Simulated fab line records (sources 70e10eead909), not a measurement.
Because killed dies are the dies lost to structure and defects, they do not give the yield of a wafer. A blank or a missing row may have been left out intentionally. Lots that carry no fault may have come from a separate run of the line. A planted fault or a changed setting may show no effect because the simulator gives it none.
A struck lot beside a sound one | flow nandHarc | 15 steps out of a route of 1302
Sound: wafers L110.1, L110.2, L110.6. Struck: wafer L123.5 (L123.1, L123.2, from the same lot, were not struck and are left out); the cause is given at the end.
Each step with rows lists, per side, the tool, then ch with its chambers, then its first start. Under that, the readings that differ: sound wafers | struck wafers | difference of the means | sigmas: that difference in standard deviations of wafers without a fault.
alike: readings whose means differ by less than 2 such deviations, and words and numbers that are the same on both sides. not compared: withheld readings, readings that some wafer has no value for, bounds like >300 that may hide the same value, and numbers for which the record gives no deviation and whose values overlap.
Wherever a step has rows on one side only, a row that says differs or no value, or a row with sigmas, the two part there. Numbers that don't overlap but have no deviation are shown without sigmas and don't part them. A reading missing from all wafers of one side parts the sides only when that side holds two or more wafers.

first, 7 steps without rows for these wafers: NHARC_A_CHANNEL_HOLE_D1_COAT_37 (time 65 s); NHARC_A_CHANNEL_HOLE_D1_COAT_04 (resist thk 90 nm); NHARC_A_CHANNEL_HOLE_D1_SOFTBAKE_05 (time 55 s); NHARC_A_CHANNEL_HOLE_D1_EBR_06; NHARC_A_CHANNEL_HOLE_D1_EXPOSE_07 (exposes mask HOLE D1, target cd 100 nm); NHARC_A_CHANNEL_HOLE_D1_PEB_08 (peb time 65 s); NHARC_A_CHANNEL_HOLE_D1_DEVELOP_09 (develop time 35 s).
NHARC_A_CHANNEL_HOLE_D1_CD_MEAS_10: the cd target is 100 nm.
  sound on cdSem-03 ch 0, day 8 08:40; struck on cdSem-02 ch 0, day 13 21:47
  alike: cdNm
NHARC_A_CHANNEL_HOLE_D1_OVL_MEAS_11:
  sound on overlay-01 at day 8 08:46; struck on overlay-01 at day 13 21:53
  alike: overlayXNm, overlayYNm
NHARC_A_CHANNEL_HOLE_D1_INSPECT_12:
  sound on defectInspect-01 at day 8 08:48; struck on defectInspect-02 at day 13 21:55
  alike: rawDefectCount
NHARC_A_CHANNEL_HOLE_D1_DESCUM_15: chemistry O2, time 3 s.
  sound on rieDiel-01 ch 2,3, day 8 08:52; struck on rieDiel-10 ch 1, day 13 21:58
reading                  | sound       | struck | difference | sigmas
drypumpMotorCurrentA (A) | 5.7 6.3 6.3 | 5.1    | -1.0       | -3
  alike: o2FlowSccm, oesProductAu, rfVppV, showerheadPlenumPTorr, throttleValvePct
  not compared: rfHoursCounterH
NHARC_A_CHANNEL_HOLE_D1_ETCH_38: etches the open film in CF4, target depth 39 nm, time 65 s.
  sound on rieDiel-01 ch 0,1,2, day 8 08:56; struck on rieDiel-10 ch 0, day 13 22:04
  alike: drypumpMotorCurrentA, oesProductAu, rfVppV, showerheadPlenumPTorr, throttleValvePct
  not compared: rfHoursCounterH
NHARC_A_CHANNEL_HOLE_D1_ETCH_39: etches the open film in N2/H2, target depth 260 nm, time 325 s.
  sound on rieDiel-01 ch 1,2,3, day 8 09:02; struck on rieDiel-10 ch 0, day 13 22:12
reading                  | sound             | struck | difference | sigmas
drypumpMotorCurrentA (A) | 5.7 6.2 6.3       | 5.3    | -0.8       | -2
oesProductAu (a.u.)      | 1.015 0.995 1.006 | 0.867  | -0.138     | -13
  alike: rfVppV, showerheadPlenumPTorr, throttleValvePct
  not compared: rfHoursCounterH
NHARC_A_CHANNEL_HOLE_D1_ETCH_34: etches the open film in CF4/CHF3, target depth 154 nm, time 77 s.
  sound on rieDiel-01 ch 1,2; struck on rieDiel-10 ch 3
  alike: drypumpMotorCurrentA, oesProductAu, rfVppV, showerheadPlenumPTorr, throttleValvePct
  not compared: rfHoursCounterH
-- the record jumps here: 16 days lie between the struck wafers' starts before and after (it left off in module A_CHANNEL_HOLE_D1 and takes up again in module END, whose first step shown is number 1302 of the route) --
NHARC_END_SORT_01:
  at this point the record logs the struck wafers (prober-01 ch 0, day 29 23:44) and has no rows for the sound ones

WHERE THEY PART
Last at NHARC_END_SORT_01 as far as this record goes, first at NHARC_A_CHANNEL_HOLE_D1_DESCUM_15.

WHY: what the simulator had put in
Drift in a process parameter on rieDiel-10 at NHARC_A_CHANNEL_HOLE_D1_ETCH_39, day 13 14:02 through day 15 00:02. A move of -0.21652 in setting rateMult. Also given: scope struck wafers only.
